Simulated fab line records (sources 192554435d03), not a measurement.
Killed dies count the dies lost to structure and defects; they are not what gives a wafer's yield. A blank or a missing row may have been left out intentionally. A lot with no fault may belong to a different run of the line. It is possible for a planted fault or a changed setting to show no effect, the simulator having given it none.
fab line records	flow n5Finfet
record: lots: 6	wafers: 16	lastDay: 18
route steps=1938 shown BEOL_M9@1434
lots with no fault: from the same line, run without faults
startH: start of the lot's first displayed wafer, in hours after the record's first day	waitH: hours since the lot's step before	" as in the row above	L1.1+2: a row that stands for several wafers	- no value, or no start was given	* or withheld: withheld	< > ~ a bound
route shown NAME@n: a module of which the file shows steps, and the number in the route of the first	usual: average and standard deviation across the fault-free wafers	same: alike in all rows	chamber/n: place in a boat	sites: each site's reading	_std_site: standard deviation of those values	_edge_site: mean of outer sites minus mean of inner sites	radiusMm: how far each site lies from the wafer's centre	mask NAME#n: copy n	behind: tool/chamber where the wafer was last shaped	hold: reason for holding the lot/hours on hold/outcome of the hold	device: names the non-switching transistor (n, p or np)	end of line: the same wafers' tests at the end of the route	a step with no rows: only its recipe	killed: at the first sort, the dies lost to defects and structure; wafer yield is something else	map: shows each die of a wafer: x if killed, . if not, _ if none is there
set.NAME: the setting that was run; set.NAME@STEP: the one run at that earlier step	model.NAME: the simulator's own value behind a step, which no gauge read
lots at selected steps of the route; one table per step, one row per wafer
services: when a tool's chamber went out of use (startH, in hours from the record's first day, below 0 if earlier), for how many hours, and the reason
== steps ==
step: N5_BEOL_M9_CD_MEAS_28
recipe: targetCdNm: 70	landingEnergyEv: 500	detector: seInlens	polarity: opening
usual: cdNm: 70.0/0.33
lot.wafer	tool	chamber	startH	waitH	cdNm
L837.1	cdSem-02	0	214.26	-	70.2
L837.3	"	0	"	"	70.3
L837.4	"	0	"	"	70.1
L840.1	cdSem-02	0	230.51	-	70.5
L840.2	"	0	"	"	70.2
L840.5	"	0	"	"	70.2
L842.2	cdSem-03	0	249.18	-	69.9
L842.4	"	0	"	"	69.5
L844.2	cdSem-03	0	257.66	-	69.2
L844.4	"	0	"	"	69.4
L856.4	cdSem-01	0	341.39	-	69.8
L856.5	"	0	"	"	69.7
L856.6	"	0	"	"	70.2
L858.1	cdSem-03	0	347.23	-	70.1
L858.4	"	0	"	"	69.6
L858.6	"	0	"	"	70.4
step: N5_BEOL_M9_OVL_MEAS_29
recipe: pointsPerWafer: 522
usual: V8_OVL: 0.3/0.66
lot.wafer	tool	chamber	startH	waitH	V8_OVL[nm]
L837.1	overlay-02	0	214.29	0.0	0.3
L837.3	"	0	"	"	0.0
L837.4	"	0	"	"	1.1
L840.1	overlay-02	0	230.54	0.0	-0.3
L840.2	"	0	"	"	0.1
L840.5	"	0	"	"	1.0
L842.2	overlay-02	0	249.21	0.0	0.3
L842.4	"	0	"	"	-0.5
L844.2	overlay-02	0	257.70	0.0	1.5
L844.4	"	0	"	"	2.1
L856.4	overlay-01	0	341.43	0.0	1.3
L856.5	"	0	"	"	0.3
L856.6	"	0	"	"	1.2
L858.1	overlay-02	0	347.26	0.0	-0.1
L858.4	"	0	"	"	0.5
L858.6	"	0	"	"	0.7
step: N5_BEOL_M9_INSPECT_30
recipe: mode: adi	inspectInstrument: brightfield
usual: rawDefectCount: 394/75
lot.wafer	tool	chamber	startH	waitH	rawDefectCount
L837.1	defectInspect-02	-	214.35	0.1	340
L837.3	"	-	"	"	370
L837.4	"	-	"	"	351
L840.1	defectInspect-02	-	230.59	0.1	464
L840.2	"	-	"	"	383
L840.5	"	-	"	"	537
L842.2	defectInspect-02	-	249.27	0.0	612
L842.4	"	-	"	"	430
L844.2	defectInspect-01	-	257.75	0.0	342
L844.4	"	-	"	"	479
L856.4	defectInspect-01	-	341.48	0.0	268
L856.5	"	-	"	"	257
L856.6	"	-	"	"	295
L858.1	defectInspect-02	-	347.32	0.1	461
L858.4	"	-	"	"	464
L858.6	"	-	"	"	382
step: N5_BEOL_M9_DESCUM_33
recipe: chemistry: O2	timeS: 7	sourcePowerW: 50	biasPowerW: 20	pressureMtorr: 20	rfFrequencyHz: 2.712e+07	tempC: 40	resist: CAR-EUV	o2FlowSccm: 225
usual: drypumpMotorCurrentA: 5.8/0.44	oesProductAu: 0.77/0.088	rfFwdPowerW: 49.36/0.23	rfVppV: 243.0/1.6	showerheadPlenumPTorr: 2.07/0.087	throttleValvePct: 20.5/0.33
same: timeS: 7
lot.wafer	tool	chamber	startH	waitH	drypumpMotorCurrentA	oesProductAu	rfFwdPowerW	rfHoursCounterH	rfVppV	showerheadPlenumPTorr	throttleValvePct
L837.1	rieDiel-01	2	214.38	0.0	5.4	0.71	49.54	196	244.8	2.19	20.7
L837.3	"	0	"	"	5.5	0.69	49.26	233	243.2	2.07	20.7
L837.4	"	1	"	"	5.5	0.94	49.43	-	242.8	2.11	20.2
L840.1	rieDiel-03	2	230.63	0.0	6.2	0.68	49.15	218	244.9	2.12	20.4
L840.2	"	0	"	"	5.7	0.75	49.42	172	245.7	2.18	20.9
L840.5	"	3	"	"	5.8	0.78	49.53	-	243.1	1.99	19.9
L842.2	rieDiel-03	1	249.30	0.0	6.8	0.67	49.11	219	241.9	1.99	20.9
L842.4	"	2	"	"	6.2	0.68	49.34	224	244.0	2.12	20.4
L844.2	rieDiel-03	0	257.79	0.0	5.7	0.74	49.12	180	244.1	2.17	20.9
L844.4	"	2	"	"	6.2	0.68	49.33	227	244.8	2.12	20.4
L856.4	rieDiel-01	1	341.61	0.1	5.5	0.86	49.44	47	243.9	2.10	20.3
L856.5	"	2	"	"	5.4	0.69	49.64	-	243.4	2.18	20.8
L856.6	"	3	"	"	5.4	0.74	49.29	-	242.6	2.07	20.8
L858.1	rieDiel-06	1	347.35	0.0	6.5	0.83	49.48	83	245.9	2.18	20.2
L858.4	"	0	"	"	6.5	0.73	48.98	236	240.5	1.98	20.3
L858.6	"	2	"	"	5.6	0.91	49.27	-	242.8	2.04	20.7
step: N5_BEOL_M9_ETCH_76
recipe: chemistry: N2/H2	target: underlayer	targetDepthA: 65	maskMaterial: CAR-EUV	timeS: 5.2	ionEnergyEv: 200	pressureMtorr: 30	sourceW: 840	biasW: 150	n2FlowSccm: 200	h2FlowSccm: 200	ends: cleared
usual: drypumpMotorCurrentA: 5.8/0.44	etchRfOnTimeS: 5.19/0.17	oesProductAu: 0.66/0.075	rfFwdPowerW: 819.0/2.4	rfVppV: 524/3.1	showerheadPlenumPTorr: 2.53/0.1	throttleValvePct: 17.97/0.28
lot.wafer	tool	chamber	startH	waitH	drypumpMotorCurrentA	etchRfOnTimeS	oesProductAu	rfFwdPowerW	rfHoursCounterH	rfVppV	showerheadPlenumPTorr	throttleValvePct
L837.1	rieDiel-01	2	214.41	0.0	5.4	5.32	0.61	818.3	196	525	2.64	18.05
L837.3	"	0	"	"	5.5	5.40	0.59	817.4	233	523	2.52	18.15
L837.4	"	1	"	"	5.5	5.19	0.79	815.1	-	526	2.58	17.67
L840.1	rieDiel-03	2	230.66	0.0	6.2	5.51	0.56	822.2	218	526	2.62	17.99
L840.2	"	0	"	"	5.7	5.21	0.64	822.1	172	526	2.64	18.22
L840.5	"	3	"	"	5.8	5.05	0.64	817.0	-	522	2.46	17.68
L842.2	rieDiel-03	1	249.34	0.0	6.9	5.26	0.58	821.1	219	521	2.40	18.14
L842.4	"	2	"	"	6.2	5.54	0.57	820.1	224	524	2.62	18.02
L844.2	rieDiel-03	0	257.82	0.0	5.8	5.31	0.61	819.1	180	526	2.64	18.25
L844.4	"	2	"	"	6.2	5.52	0.57	820.2	227	526	2.61	18.01
L856.4	rieDiel-01	1	341.64	0.0	5.5	5.17	0.73	820.0	47	526	2.56	17.77
L856.5	"	2	"	"	5.4	5.39	0.58	816.3	-	525	2.62	18.10
L856.6	"	3	"	"	5.4	5.29	0.61	820.7	-	525	2.56	18.61
L858.1	rieDiel-06	1	347.39	0.0	6.5	5.33	0.69	819.9	83	528	2.69	17.93
L858.4	"	0	"	"	6.6	4.91	0.62	822.9	236	521	2.41	17.69
L858.6	"	2	"	"	5.6	4.89	0.77	819.0	-	524	2.46	17.92
step: N5_BEOL_M9_ETCH_65
recipe: chemistry: CF4	target: SiARC	targetDepthA: 156	maskMaterial: CAR-EUV	timeS: 26	ionEnergyEv: 80	pressureMtorr: 40	sourceW: 545	biasW: 36	Ar_flow_sccm: 100	cf4FlowSccm: 100	ends: cleared
usual: drypumpMotorCurrentA: 5.8/0.44	etchRfOnTimeS: 25.9/0.84	oesProductAu: 0.66/0.076	rfFwdPowerW: 532.5/2.4	rfVppV: 184.0/1.3	showerheadPlenumPTorr: 2.13/0.082	throttleValvePct: 15.71/0.26
lot.wafer	tool	chamber	startH	waitH	drypumpMotorCurrentA	etchRfOnTimeS	oesProductAu	rfFwdPowerW	rfHoursCounterH	rfVppV	showerheadPlenumPTorr	throttleValvePct
L837.1	rieDiel-01	2	214.43	0.0	5.5	27.0	0.60	534.2	196	185.5	2.20	15.72
L837.3	"	0	"	"	5.5	26.9	0.59	530.3	233	184.3	2.13	15.99
L837.4	"	1	"	"	5.5	25.5	0.81	531.7	-	186.9	2.19	15.58
L840.1	rieDiel-03	2	230.68	0.0	6.2	27.3	0.57	529.1	218	183.1	2.22	15.99
L840.2	"	0	"	"	5.8	26.7	0.62	533.3	172	186.7	2.21	15.94
L840.5	"	3	"	"	5.8	25.3	0.66	531.6	-	182.8	2.07	15.31
L842.2	rieDiel-03	1	249.35	0.0	6.8	26.2	0.58	531.1	219	183.0	2.04	16.01
L842.4	"	2	"	"	6.2	27.5	0.56	531.8	224	185.3	2.22	15.97
L844.2	rieDiel-03	0	257.84	0.0	5.7	26.4	0.62	533.3	180	183.4	2.21	15.96
L844.4	"	2	"	"	6.2	27.4	0.56	529.0	227	185.5	2.22	16.00
L856.4	rieDiel-01	1	341.66	0.0	5.5	25.7	0.74	534.1	47	184.5	2.18	15.65
L856.5	"	2	"	"	5.4	26.7	0.59	532.6	-	185.0	2.19	15.80
L856.6	"	3	"	"	5.4	26.3	0.62	534.1	-	184.4	2.15	16.11
L858.1	rieDiel-06	1	347.40	0.0	6.5	26.7	0.69	534.5	83	186.2	2.24	15.58
L858.4	"	0	"	"	6.5	24.7	0.62	531.8	236	183.7	2.03	15.44
L858.6	"	2	"	"	5.7	25.3	0.76	530.7	-	184.9	2.09	15.71
step: N5_BEOL_M9_ETCH_66
recipe: chemistry: N2/H2	target: SOC	targetDepthA: 800	overetchA: 160	maskMaterial: SiARC	tempC: 40	timeS: 120	ionEnergyEv: 200	pressureMtorr: 30	sourceW: 840	biasW: 150	n2FlowSccm: 200	h2FlowSccm: 200
step: N5_BEOL_M9_STRIP_69
recipe: chemistry: N2/H2	tempC: 40	n2FlowSccm: 200	h2FlowSccm: 200	rfFrequencyHz: 6e+07
step: N5_BEOL_M9_STRIP_77
recipe: chemistry: N2/H2	tempC: 40	n2FlowSccm: 200	h2FlowSccm: 200	rfFrequencyHz: 6e+07
step: N5_BEOL_M9_VIA_ETCH_34
recipe: chemistry: C4F6/O2	target: SiCOH_lowk	targetDepthA: 1824	maskMaterial: SOC	taperDeg: 4	timeS: 68.4	ionEnergyEv: 250	pressureMtorr: 30	sourceW: 345	biasW: 185	Ar_flow_sccm: 300	C4F6_flow_sccm: 10	O2_flow_sccm: 10
usual: drypumpMotorCurrentA: 5.8/0.44	oesProductAu: 0.77/0.09	rfFwdPowerW: 342.2/1.3	rfVppV: 661/19	showerheadPlenumPTorr: 2.84/0.11	throttleValvePct: 21.04/0.22
same: timeS: 68.4
lot.wafer	tool	chamber	startH	waitH	drypumpMotorCurrentA	oesProductAu	rfFwdPowerW	rfHoursCounterH	rfVppV	showerheadPlenumPTorr	throttleValvePct
L837.1	rieDiel-01	2	214.56	0.0	5.4	0.71	342.7	196	676	2.95	21.05
L837.3	"	0	"	"	5.5	0.68	342.8	233	649	2.83	21.26
L837.4	"	1	"	"	5.5	0.94	341.9	-	655	2.92	20.97
L840.1	rieDiel-03	2	230.81	0.0	6.2	0.68	343.7	218	713	2.92	21.05
L840.2	"	0	"	"	5.8	0.75	340.3	172	679	2.95	21.26
L840.5	"	3	"	"	5.8	0.77	342.7	-	657	2.78	20.76
L842.2	rieDiel-03	1	249.48	0.0	6.8	0.67	341.5	219	654	2.71	21.31
L842.4	"	2	"	"	6.2	0.65	343.3	224	713	2.92	21.05
L844.2	rieDiel-03	0	257.97	0.0	5.8	0.74	341.4	180	679	2.94	21.29
L844.4	"	2	"	"	6.2	0.67	342.7	227	713	2.92	21.06
L856.4	rieDiel-01	1	341.79	0.0	5.5	0.87	343.8	47	655	2.90	21.02
L856.5	"	2	"	"	5.4	0.69	345.0	-	675	2.93	21.12
L856.6	"	3	"	"	5.4	0.72	340.6	-	658	2.83	21.33
L858.1	rieDiel-06	1	347.53	0.0	6.5	0.81	342.6	83	673	3.00	20.95
L858.4	"	0	"	"	6.5	0.71	341.1	236	638	2.70	20.70
L858.6	"	2	"	"	5.7	0.89	342.3	-	669	2.80	21.24
step: N5_BEOL_M9_STRIP_73
recipe: chemistry: C4F6/O2	resist: SiARC	rfFrequencyHz: 6e+07
step: N5_BEOL_M9_STRIP_36
recipe: chemistry: N2/H2	powerW: 450	tempC: 40	pressureMtorr: 20	rfFrequencyHz: 6e+07	overashFraction: 0.3	biasPowerW: 7	h2Frac: 0.5	n2FlowSccm: 200	h2FlowSccm: 200
usual: drypumpMotorCurrentA: 5.8/0.44	oesProductAu: 0.77/0.089	rfVppV: 59.2/1.6	showerheadPlenumPTorr: 2.52/0.1	throttleValvePct: 23.8/0.36
same: overashFraction: 0.3
lot.wafer	tool	chamber	startH	waitH	drypumpMotorCurrentA	oesProductAu	rfHoursCounterH	rfVppV	showerheadPlenumPTorr	throttleValvePct
L837.1	rieDiel-01	2	214.62	0.0	5.4	0.72	196	58.7	2.63	23.8
L837.3	"	0	"	"	5.5	0.68	234	58.2	2.52	24.0
L837.4	"	1	"	"	5.5	0.97	-	62.3	2.57	23.4
L840.1	rieDiel-03	2	230.87	0.0	6.2	0.69	218	58.6	2.61	23.5
L840.2	"	0	"	"	5.7	0.75	172	59.4	2.64	24.2
L840.5	"	3	"	"	5.8	0.77	-	58.5	2.46	23.5
L842.2	rieDiel-03	1	249.54	0.0	6.8	0.67	219	61.5	2.40	23.8
L842.4	"	2	"	"	6.2	0.67	224	61.8	2.61	23.5
L844.2	rieDiel-03	0	258.03	0.0	5.8	0.73	180	63.1	2.63	24.2
L844.4	"	2	"	"	6.2	0.68	227	59.3	2.61	23.5
L856.4	rieDiel-01	1	341.85	0.0	5.5	0.86	47	59.5	2.56	23.4
L856.5	"	2	"	"	5.4	0.69	-	63.1	2.61	23.9
L856.6	"	3	"	"	5.4	0.74	-	56.0	2.56	24.6
L858.1	rieDiel-06	1	347.59	0.0	6.5	0.82	83	60.6	2.69	23.7
L858.4	"	0	"	"	6.5	0.71	236	61.1	2.41	23.4
L858.6	"	2	"	"	5.6	0.91	-	58.3	2.46	23.8
step: N5_BEOL_M9_TRENCH_ETCH_37
recipe: chemistry: C4F6/O2	targetDepthA: 1514.3	target: SiCOH_lowk	timeS: 49	ionEnergyEv: 250	pressureMtorr: 30	sourceW: 345	biasW: 185	Ar_flow_sccm: 300	C4F6_flow_sccm: 10	O2_flow_sccm: 10
usual: drypumpMotorCurrentA: 5.8/0.44	oesProductAu: 0.77/0.089	rfFwdPowerW: 341.5/1.5	rfVppV: 661/19	showerheadPlenumPTorr: 2.84/0.11	throttleValvePct: 21.06/0.22
lot.wafer	tool	chamber	startH	waitH	drypumpMotorCurrentA	oesProductAu	rfFwdPowerW	rfHoursCounterH	rfVppV	showerheadPlenumPTorr	throttleValvePct	model.BEOL_M9.featureDepthNm
L837.1	rieDiel-01	2	214.66	-	5.4	0.72	340.4	196	676	2.94	21.05	147.6
L837.3	"	0	"	"	5.5	0.69	340.2	234	649	2.83	21.28	146.2
L837.4	"	1	"	"	5.5	0.96	342.3	-	656	2.92	21.00	154.6
L840.1	rieDiel-03	2	230.91	-	6.2	0.67	341.6	218	715	2.92	21.07	145.6
L840.2	"	0	"	"	5.8	0.73	341.6	172	679	2.95	21.30	149.6
L840.5	"	3	"	"	5.8	0.77	342.6	-	656	2.78	20.78	152.8
L842.2	rieDiel-03	1	249.58	-	6.8	0.67	338.1	219	656	2.71	21.34	152
L842.4	"	2	"	"	6.2	0.66	341.9	224	715	2.92	21.09	146.2
L844.2	rieDiel-03	0	258.07	-	5.8	0.73	339.2	180	679	2.94	21.32	152.8
L844.4	"	2	"	"	6.2	0.67	342.0	227	712	2.92	21.08	146.4
L856.4	rieDiel-01	1	341.89	-	5.5	0.86	342.6	47	655	2.90	21.06	152.2
L856.5	"	2	"	"	5.4	0.69	341.0	-	674	2.93	21.12	148.8
L856.6	"	3	"	"	5.4	0.71	339.9	-	656	2.83	21.34	148.8
L858.1	rieDiel-06	1	347.63	-	6.5	0.81	341.3	83	673	3.00	21.00	150.4
L858.4	"	0	"	"	6.6	0.72	341.2	236	638	2.70	20.71	155
L858.6	"	2	"	"	5.6	0.90	339.9	-	669	2.80	21.28	156.2
step: N5_BEOL_M9_ETCH_41
recipe: chemistry: CH3F/O2	target: SiCN	targetDepthA: 366	taperDeg: 2	timeS: 70.1	ionEnergyEv: 120	maskMaterial: TiN	pressureMtorr: 30	sourceW: 395	biasW: 75	Ar_flow_sccm: 150	CH3F_flow_sccm: 30	O2_flow_sccm: 20
== services ==
tool	chamber	startH	hours	kind
rieDiel-06	2	198.77	-	clean
rieDiel-06	2	198.77	-	consumableReplace:focusRing
rieDiel-06	2	198.77	24.8	scheduledDown
rieDiel-06	2	198.77	24.8	ventCycle
rieDiel-06	-	199.41	3.9	repair
rieDiel-01	3	207.40	19.4	repair
rieDiel-01	0	267.70	-	clean
rieDiel-01	0	267.70	-	consumableReplace:focusRing
rieDiel-01	0	267.70	39.1	scheduledDown
rieDiel-01	0	267.70	39.1	ventCycle
rieDiel-01	1	293.98	4.3	repair
rieDiel-03	-	297.78	2.8	pm
rieDiel-01	-	333.66	2.8	pm
== key ==
firstSign none at tools or gauges
modelEffect: step: N5_BEOL_M9_TRENCH_ETCH_37	value: BEOL_M9.featureDepthNm	without: 147.4	struck: 152.4
metAt N5_BEOL_M9_TRENCH_ETCH_37
struckWafers L842.2,L844.2
onsetBetween 230.91 249.58
fault: kind: processParameterDrift	tool: rieDiel-03	chamber: -	onsetH: 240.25	steps: N5_BEOL_M9_TRENCH_ETCH_37	channel: targetDepthA	offset: 49.969	shape: step	endH: 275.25	scope: struckWafersOnly	actsIn: theseRecipesOnly	stated: 1514.3
